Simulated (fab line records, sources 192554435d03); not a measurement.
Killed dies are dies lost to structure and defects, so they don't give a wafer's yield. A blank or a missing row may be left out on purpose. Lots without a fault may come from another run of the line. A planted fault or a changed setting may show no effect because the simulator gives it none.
A struck lot beside a sound one | flow n5_finfet | 15 steps out of a route of 1938
Sound: wafers L473.1, L473.2, L473.4. Struck: wafer L483.4. (L483.1, L483.2 of the same lot were not struck and are left out.) The cause comes at the end.
At each step with rows: each side's tool, then ch and its chambers, then its first start. Under that, the readings that differ: sound wafers | struck wafers | difference of the means | sigmas: that difference in standard deviations of wafers without a fault.
alike: readings whose means differ by less than 2 such deviations, and words and numbers that are the same on both sides. not compared: withheld readings, readings that some wafer has no value for, bounds like >300 that may hide the same value, and numbers for which the record gives no deviation and whose values overlap.
The two part at a step that has a row with sigmas, a row that says differs or no value, or rows on one side only. Numbers that don't overlap but have no deviation are shown without sigmas and don't part them. A reading that every wafer of one side lacks parts them only if that side has two wafers or more.

first, 1 step without rows for these wafers: N5_BEOL_M11_DEVELOP_27 (develop time 30 s).
N5_BEOL_M11_CD_MEAS_28: target cd 70 nm.
  sound on cd_sem-01 ch 0, day 12 10:29; struck on cd_sem-03 ch 0, day 15 20:19
  alike: cd_nm
N5_BEOL_M11_OVL_MEAS_29:
  sound on overlay-02 ch 0, day 12 10:31; struck on overlay-01 ch 0, day 15 20:20
  alike: V10_OVL
N5_BEOL_M11_INSPECT_30: inspects for defects (brightfield).
  sound on defect_inspect-02, day 12 10:33; struck on defect_inspect-01, day 15 20:22
  alike: raw_defect_count
then, 1 step without rows for these wafers: N5_BEOL_M11_DESCUM_33 (chemistry O2, time 7.9 s).
N5_BEOL_M11_ETCH_65: etches SiARC in CF4, target depth 39 nm, time 65 s.
  sound on rie_diel-01 ch 1,2,3, day 12 10:48; struck on rie_diel-01 ch 3, day 15 20:26
  reading                | sound     | struck | difference | sigmas
  rf_hours_counter_h (h) | 65 19 205 | 231    | +135       |
  alike: drypump_motor_current_A, etch_rf_on_time_s, oes_product_au, rf_vpp_V, showerhead_plenum_p_Torr, throttle_valve_pct
N5_BEOL_M11_ETCH_66: etches SOC in N2/H2, target depth 120 nm, overetch 24 nm, time 180 s.
  sound on rie_diel-01 ch 1,2,3, day 12 10:51; struck on rie_diel-01 ch 3, day 15 20:29
  reading                | sound     | struck | difference | sigmas
  rf_hours_counter_h (h) | 65 19 205 | 231    | +135       |
  alike: drypump_motor_current_A, oes_product_au, rf_vpp_V, run_length_s, showerhead_plenum_p_Torr, throttle_valve_pct
then, 1 step without rows for these wafers: N5_BEOL_M11_STRIP_69 (strips in N2/H2).
N5_BEOL_M11_VIA_ETCH_34: etches SiCOH lowk in C4F6/O2, target depth 184.5 nm, time 69.2 s.
  sound on rie_diel-01 ch 1,2,3, day 12 10:59; struck on rie_diel-01 ch 3, day 15 20:37
  reading                | sound     | struck | difference | sigmas
  rf_hours_counter_h (h) | 65 19 205 | 231    | +135       |
  alike: drypump_motor_current_A, oes_product_au, rf_vpp_V, run_length_s, showerhead_plenum_p_Torr, throttle_valve_pct
then, 1 step without rows for these wafers: N5_BEOL_M11_STRIP_73 (strips in C4F6/O2).
N5_BEOL_M11_STRIP_36: strips in N2/H2.
  sound on rie_diel-01 ch 1,2,3, day 12 11:02; struck on rie_diel-01 ch 3, day 15 20:40
  reading                | sound     | struck | difference | sigmas
  rf_hours_counter_h (h) | 65 19 205 | 231    | +135       |
  alike: drypump_motor_current_A, oes_product_au, rf_vpp_V, showerhead_plenum_p_Torr, throttle_valve_pct
N5_BEOL_M11_TRENCH_ETCH_37: etches SiCOH lowk in C4F6/O2, target depth 148.83 nm, time 48 s.
  sound on rie_diel-01 ch 1,2,3; struck on rie_diel-01 ch 3
  reading                | sound     | struck | difference | sigmas
  rf_hours_counter_h (h) | 65 19 205 | 231    | +135       |
  alike: drypump_motor_current_A, oes_product_au, rf_vpp_V, run_length_s, showerhead_plenum_p_Torr, throttle_valve_pct
N5_BEOL_M11_ETCH_41: etches SiCN in CH3F/O2, target depth 42.6 nm, time 86 s.
  sound on rie_diel-01 ch 1,2,3, day 12 11:07; struck on rie_diel-01 ch 3, day 15 20:46
  reading                  | sound             | struck | difference | sigmas
  rf_hours_counter_h (h)   | 65 19 205         | 231    | +135       |
  run_length_s (s)         | 109.6 109.9 109.9 | 118.0  | +8.2       | +16
  model.etch.depth_nm (nm) | 32.82 32.37 32.16 | 34.97  | +2.52      |
  alike: CH3F_flow_sccm, drypump_motor_current_A, oes_product_au, rf_vpp_V, showerhead_plenum_p_Torr, throttle_valve_pct
then, 2 steps without rows for these wafers: N5_BEOL_M11_STRIP_77 (strips in N2/H2, time 10 s); N5_PASSIVATION_PROBE_49.

WHERE THEY PART
Only at N5_BEOL_M11_ETCH_41, within this record.

WHY: what the simulator had put in
Process parameter drift: rie_diel-01, from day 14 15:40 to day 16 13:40, at N5_BEOL_M11_ETCH_41. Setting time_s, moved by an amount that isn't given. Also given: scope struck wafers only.
